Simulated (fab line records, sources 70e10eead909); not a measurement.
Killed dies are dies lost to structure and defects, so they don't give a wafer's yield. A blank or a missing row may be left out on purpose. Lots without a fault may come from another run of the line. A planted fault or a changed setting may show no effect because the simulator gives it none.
One fault seen from 2 desks | flow nand_harc | each desk has only its own numbers; what lay behind them comes last

THE TOOL OWNER'S DESK: rie_metal-01
The tool's own readings at NHARC_THIN_TSV_ETCH_59 (etches the open film in Cl2/BCl3, target depth 880 nm, time 138.1 s): means of the sampled wafers that have a number, for each lot that ran on this tool. A lot is out of limits, marked OUT, if its mean lies more than 4 standard deviations from the usual mean; the brackets give that distance.
Columns: A = drypump_motor_current_A at NHARC_THIN_TSV_ETCH_59, usual 6.0 A; B = mfc_cl2_sccm at NHARC_THIN_TSV_ETCH_59, usual 60.00 sccm; C = oes_product_au at NHARC_THIN_TSV_ETCH_59, usual 0.994 a.u.; D = throttle_valve_pct at NHARC_THIN_TSV_ETCH_59, usual 22.264 %
lot  | first seen here | A   | B     | C               | D
L144 | day 24 17:35    | 6.5 | 59.85 | 0.992           | 22.262
L151 | day 26 11:33    | 6.4 | 59.82 | 1.095 (+11) OUT | 22.261
L149 | day 26 19:10    | 6.5 | 59.83 | 1.187 (+20) OUT | 22.264
L157 | day 29 23:56    | 6.6 | 60.01 | 0.995           | 22.266
L159 | day 30 08:21    | 6.5 | 60.06 | 0.994           | 22.265
L163 | day 32 21:20    | 6.5 | 60.16 | 0.993           | 22.266
L165 | day 34 23:15    | 6.5 | 59.89 | 0.991           | 22.265
This desk's finding: out of limits on L149, L151; first on L151, day 26 11:33 (oes_product_au at NHARC_THIN_TSV_ETCH_59). In limits: L144, L157, L159, L163, L165.

THE METROLOGY DESK
What the gauges read, lot by lot, whatever tool the lot ran on: means of the sampled wafers that have a number. A lot is out of limits, marked OUT, if its mean lies more than 4 standard deviations from the usual mean; the brackets give that distance.
Columns: A = overlay_x_nm at NHARC_HYBRID_BOND_OVL_MEAS_05, usual -1 nm; B = overlay_y_nm at NHARC_HYBRID_BOND_OVL_MEAS_05, usual 0 nm; C = cd_nm at NHARC_THIN_TSV_CD_MEAS_33, usual 4999.9 nm; D = cd_nm at NHARC_THIN_TSV_CD_MEAS_37, usual 5000.6 nm
lot  | first seen here | A   | B   | C      | D
L144 | day 24 08:44    | -1  | 2   | 5000.4 | 5000.7
L145 | day 24 08:44    | -27 | -12 | 5000.8 | 5002.5
L151 | day 26 02:16    | 5   | -16 | 5003.6 | 4999.5
L149 | day 26 09:06    | 11  | -35 | 5000.5 | 4993.1
L157 | day 29 14:16    | 2   | -12 | 5001.2 | 5003.0
L158 | day 29 14:16    | -10 | 12  | 4999.8 | 5001.1
L159 | day 29 23:15    | 2   | -28 | 5000.5 | 5002.3
L160 | day 30 03:09    | 21  | -19 | 5000.6 | 5000.8
L161 | day 30 18:05    | -2  | 44  | 4998.0 | 5000.0
L162 | day 31 11:01    | 19  | -14 | 5000.7 | 5000.5
L163 | day 31 17:37    | -12 | 14  | 5000.6 | 5000.0
L166 | day 32 22:54    | 8   | -42 | 4999.6 | 5000.5
L165 | day 33 09:28    | 9   | -2  | 4999.6 | 4998.5
This desk's finding: nothing out of limits on any of the 13 lots.

PUT TOGETHER
The tool owner's desk could have raised an alarm at day 26 11:33, on L149, L151.
The metrology desk saw nothing out of limits.
The metrology desk has L149, L151 on record, within its limits.
Of the lots named, all ran NHARC_THIN_TSV_ETCH_59 on rie_metal-01.

WHAT THE SIMULATOR HAD PUT IN
Process parameter drift: rie_metal-01, from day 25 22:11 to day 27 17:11, at NHARC_THIN_TSV_ETCH_59. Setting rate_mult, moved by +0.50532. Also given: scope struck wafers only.
Lots struck among those shown: L149, L151.
Hours from the fault's start to each desk's first reading out of limits: the tool owner's desk, 13.
